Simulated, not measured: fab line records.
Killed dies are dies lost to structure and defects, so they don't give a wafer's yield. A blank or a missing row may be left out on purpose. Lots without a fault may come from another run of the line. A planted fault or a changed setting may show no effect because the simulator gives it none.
Split-lot trial | flow n5Finfet | 7 lots, 39 wafers read, on a route of 1938 steps

ON THE SPLIT
At N5_HKMG_FIN_ETCH_55 (etches SOC in N2/H2, target depth 240 nm, time 300 s), the setting timeS was moved away from the recipe's 300 s on 12 of the 39 wafers read, by -58.6% to +53.2%. The other wafers ran this setting at the recipe's value.

FROM THE SPLIT TO THE READING: what the file shows between them, 2 steps
- N5_HKMG_FIN_STRIP_56: strips in N2/H2
- N5_HKMG_FIN_STRIP_57: strips in CF4

THE READING
HKMG_FIN.cdOffsetNm (the simulator's own value, which no gauge read), in nm, at N5_HKMG_FIN_ETCH_58 (etches SOC in N2/H2, target depth 215.8 nm, time 741 s). There is no usual value for it anywhere in the file. Here, 27 wafers ran the recipe; their average is -0.2 nm with a standard deviation of 0.69 nm.

wafer  | tool, chamber at the split | timeS as run, s | against the recipe | HKMG_FIN.cdOffsetNm, nm | against lot-mates on the recipe
L074.1 | rieDiel-04, 1              | 300             | recipe             | 0.2                     | -
L074.3 | rieDiel-04, 0              | 300             | recipe             | 0.2                     | -
L074.6 | rieDiel-04, 0              | 300             | recipe             | 0                       | -
L080.1 | rieDiel-02, 3              | 300             | recipe             | 1.2                     | -
L080.2 | rieDiel-02, 0              | 415.2           | +38.4%             | 3                       | +1.9
L080.3 | rieDiel-02, 2              | 300             | recipe             | 1                       | -
L080.4 | rieDiel-02, 1              | 300             | recipe             | 1                       | -
L080.5 | rieDiel-02, 2              | 415.2           | +38.4%             | 3.8                     | +2.7
L080.6 | rieDiel-02, 1              | 415.2           | +38.4%             | 2.8                     | +1.7
L082.1 | rieDiel-05, 2              | 459.5           | +53.2%             | 2.6                     | +3.3
L082.2 | rieDiel-05, 3              | 459.5           | +53.2%             | 3                       | +3.7
L082.3 | rieDiel-05, 1              | 300             | recipe             | -0.6                    | -
L082.5 | rieDiel-05, 3              | 300             | recipe             | -0.6                    | -
L082.4 | rieDiel-05, 1              | 459.5           | +53.2%             | 2                       | +2.7
L082.6 | rieDiel-05, 2              | 300             | recipe             | -1                      | -
L087.1 | rieDiel-05, 1              | 358.9           | +19.6%             | 1                       | +2.3
L087.2 | rieDiel-05, 0              | 358.9           | +19.6%             | 0.2                     | +1.5
L087.5 | rieDiel-05, 1              | 358.9           | +19.6%             | 0.2                     | +1.5
L087.3 | rieDiel-05, 2              | 300             | recipe             | -1.2                    | -
L087.4 | rieDiel-05, 3              | 300             | recipe             | -1.8                    | -
L087.6 | rieDiel-05, 0              | 300             | recipe             | -0.8                    | -
L092.1 | rieDiel-02, 2              | 300             | recipe             | -0.6                    | -
L092.2 | rieDiel-02, 0              | 300             | recipe             | -0.2                    | -
L092.3 | rieDiel-02, 1              | 300             | recipe             | 0.2                     | -
L092.4 | rieDiel-02, 3              | 300             | recipe             | -0.4                    | -
L092.5 | rieDiel-02, 0              | 300             | recipe             | 0.4                     | -
L092.6 | rieDiel-02, 1              | 300             | recipe             | 0                       | -
L093.1 | rieDiel-04, 1              | 300             | recipe             | -0.2                    | -
L093.5 | rieDiel-04, 3              | 300             | recipe             | -0.2                    | -
L093.2 | rieDiel-04, 0              | 300             | recipe             | 0.6                     | -
L093.3 | rieDiel-04, 3              | 300             | recipe             | -0.6                    | -
L093.4 | rieDiel-04, 2              | 300             | recipe             | -0.8                    | -
L093.6 | rieDiel-04, 2              | 300             | recipe             | -1                      | -
L094.1 | rieDiel-04, 2              | 300             | recipe             | -0.6                    | -
L094.6 | rieDiel-04, 3              | 300             | recipe             | -0.6                    | -
L094.2 | rieDiel-04, 3              | 300             | recipe             | 0                       | -
L094.3 | rieDiel-04, 0              | 124.1           | -58.6%             | -3.2                    | -2.8
L094.4 | rieDiel-04, 1              | 124.1           | -58.6%             | -3.2                    | -2.8
L094.5 | rieDiel-04, 0              | 124.1           | -58.6%             | -3.2                    | -2.8

THE FIT
A straight line over all 39 wafers: HKMG_FIN.cdOffsetNm changes by +0.057 nm for each +1% of timeS; r = +0.89; the points scatter about the line by 0.74 nm.
The same after taking each lot's own level away (the mean of its wafers on the recipe; 39 wafers): +0.0551 nm for each +1%; r = +0.96; scatter 0.42 nm.
On that fit, the largest move of timeS shifts the reading by 3.2 nm.
The span of the lots' own levels, -1.27 to 1.07 nm, comes to 3.4 times the standard deviation stated above.
Hence the lot-to-lot level has little effect on the slope; both slopes agree.
Check: -3.2 nm against its lot-mates is what the line predicts for one of the wafers moved furthest among these (-58.6%) when that wafer is left out of the fit. Against them it came out at -2.8 nm.

THESE WAFERS: OTHER SPLITS
These wafers also went through other splits before the reading. Each is held against what the fit with the lots' levels taken away leaves over:
other split on the same wafers      | wafers away from the commonest value | r with HKMG_FIN.cdOffsetNm (lot level and that fit taken away)
N5_FIN_SAQP_DEVELOP_15 developTimeS | 9                                    | +0.09
N5_SD_EPI_N_ETCH_45 targetDepthA    | 18                                   | -0.18

THE WHOLE CHAIN: every reading that the file lists as answering this split, in the file's order
step                | what it does                                           | reading                                                                          | change (the file's fit)                | r (the file's)
N5_HKMG_FIN_ETCH_55 | etches SOC in N2/H2, target depth 240 nm, time 300 s   | etch.depthNm (the simulator's own value, which no gauge read)                    | +2.35 nm for each +1% of the setting   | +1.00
N5_HKMG_FIN_ETCH_55 | etches SOC in N2/H2, target depth 240 nm, time 300 s   | HKMG_FIN.featureDepthNm (the simulator's own value, which no gauge read)         | +2.35 nm for each +1% of the setting   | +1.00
N5_HKMG_FIN_ETCH_55 | etches SOC in N2/H2, target depth 240 nm, time 300 s   | SiARC_of_HKMG_FIN_COAT_42.thkNm (the simulator's own value, which no gauge read) | -0.133 nm for each +1% of the setting  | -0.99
N5_HKMG_FIN_ETCH_58 | etches SOC in N2/H2, target depth 215.8 nm, time 741 s | HKMG_FIN.cdOffsetNm (the simulator's own value, which no gauge read)             | +0.0559 nm for each +1% of the setting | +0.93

THE FILE'S OWN FIT
HKMG_FIN.cdOffsetNm changes by +0.0559 nm for each +1% of timeS, r = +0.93.
